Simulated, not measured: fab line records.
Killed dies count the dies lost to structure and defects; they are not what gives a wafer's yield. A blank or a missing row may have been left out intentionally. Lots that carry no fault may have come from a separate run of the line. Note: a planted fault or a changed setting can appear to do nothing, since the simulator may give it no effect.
Matching of chambers :: flow n5-finfet :: N5_BEOL_M5_PRE_CLEAN_77 on cvd-co-02 has 3 sister chambers
The step time 15 s. 3 wafers are shown with their chamber, then 10 later ones without.

## WAFERS, EACH WITH ITS CHAMBER
wafer: L087.6
chamber: 1
heater-power-w (W): 96

wafer: L091.4
chamber: 0
heater-power-w (W): 75

wafer: L091.5
chamber: 2
heater-power-w (W): 68

## WAFERS MISSING THEIR CHAMBER
wafer: L091.6
heater-power-w (W): 97

wafer: L093.3
heater-power-w (W): 77

wafer: L093.5
heater-power-w (W): 70

wafer: L093.6
heater-power-w (W): 97

wafer: L096.3
heater-power-w (W): 70

wafer: L096.5
heater-power-w (W): 97

wafer: L096.6
heater-power-w (W): 70

wafer: L097.1
heater-power-w (W): 77

wafer: L097.2
heater-power-w (W): 70

wafer: L097.6
heater-power-w (W): 95

## WHICH CHAMBER EACH ONE RAN IN
wafer: L091.6
from the rows above: 1
in truth: 1

wafer: L093.3
from the rows above: 0
in truth: 0

wafer: L093.5
from the rows above: can't be placed: 2 or 0
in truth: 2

wafer: L093.6
from the rows above: 1
in truth: 1

wafer: L096.3
from the rows above: can't be placed: 2 or 0
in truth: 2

wafer: L096.5
from the rows above: 1
in truth: 1

wafer: L096.6
from the rows above: can't be placed: 2 or 0
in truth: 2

wafer: L097.1
from the rows above: 0
in truth: 0

wafer: L097.2
from the rows above: can't be placed: 2 or 0
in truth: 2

wafer: L097.6
from the rows above: 1
in truth: 1
Correctly placed: 6 of 10. From these rows, 4 cannot be placed; in 4 the true chamber is one of the candidates. Placed wrongly: 0.
How it was worked out, from the rows above alone: a wafer's distance from a chamber is the root of the sum, over the readings, of the square of ((its reading less the chamber's mean) divided by the reading's scatter). If the next closest chamber is less than 2 further off than the closest, the wafer can't be placed; otherwise it belongs to the closest. The mean given for a chamber averages the wafers shown for that chamber. The scatter (one wafer shown for each chamber): square how far every hidden wafer sits from the nearest shown wafer, average those squares and take the square root.
